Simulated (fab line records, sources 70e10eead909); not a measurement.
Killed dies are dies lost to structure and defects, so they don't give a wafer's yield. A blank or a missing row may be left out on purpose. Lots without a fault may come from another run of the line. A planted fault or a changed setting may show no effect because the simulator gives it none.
Chamber matching | flow nand_harc | NHARC_P_GATE_DESCUM_48 on rie_diel-08: 4 sister chambers
The step chemistry O2, time 3 s. 8 wafers are shown with their chamber, then 8 later ones without.

WAFERS WITH THEIR CHAMBER
wafer  | chamber | drypump_motor_current_A (A) | oes_product_au (a.u.)
L075.3 | 1       | 5.96                        | 1.006
L077.1 | 1       | 5.98                        | 0.998
L080.3 | 2       | 5.80                        | 0.999
L080.6 | 0       | 5.67                        | 1.004
L083.1 | 3       | 5.64                        | 0.985
L083.2 | 2       | 5.82                        | 1.004
L083.6 | 3       | 5.66                        | 0.976
L088.1 | 0       | 5.67                        | 0.993

WAFERS WITHOUT THEIR CHAMBER
wafer  | drypump_motor_current_A (A) | oes_product_au (a.u.)
L088.3 | 5.95                        | 1.017
L088.4 | 5.65                        | 0.987
L089.1 | 5.81                        | 1.002
L089.2 | 5.67                        | 0.989
L089.3 | 5.66                        | 0.988
L094.1 | 5.67                        | 1.000
L094.4 | 5.65                        | 0.991
L094.5 | 5.67                        | 0.993

WHICH CHAMBER EACH WENT THROUGH
wafer  | from the rows above     | in truth
L088.3 | 1                       | 1
L088.4 | can't be placed: 3 or 0 | 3
L089.1 | 2                       | 2
L089.2 | can't be placed: 0 or 3 | 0
L089.3 | can't be placed: 3 or 0 | 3
L094.1 | 0                       | 0
L094.4 | can't be placed: 3 or 0 | 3
L094.5 | can't be placed: 0 or 3 | 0
Placed correctly: 3 of 8. Can't be placed from these rows: 5 (the true chamber is among the candidates in 5). Placed wrongly: 0.
How it was worked out, from the rows above alone: a wafer's distance from a chamber is the root of the sum, over the readings, of the square of ((its reading less the chamber's mean) divided by the reading's scatter). The wafer belongs to the nearest chamber; if the next one is less than 2 further off, it can't be placed. A chamber's mean is the mean of its shown wafers. The scatter: the root of (the sum of the squares of (reading less its chamber's mean) over the shown wafers, divided by (wafers less chambers)).
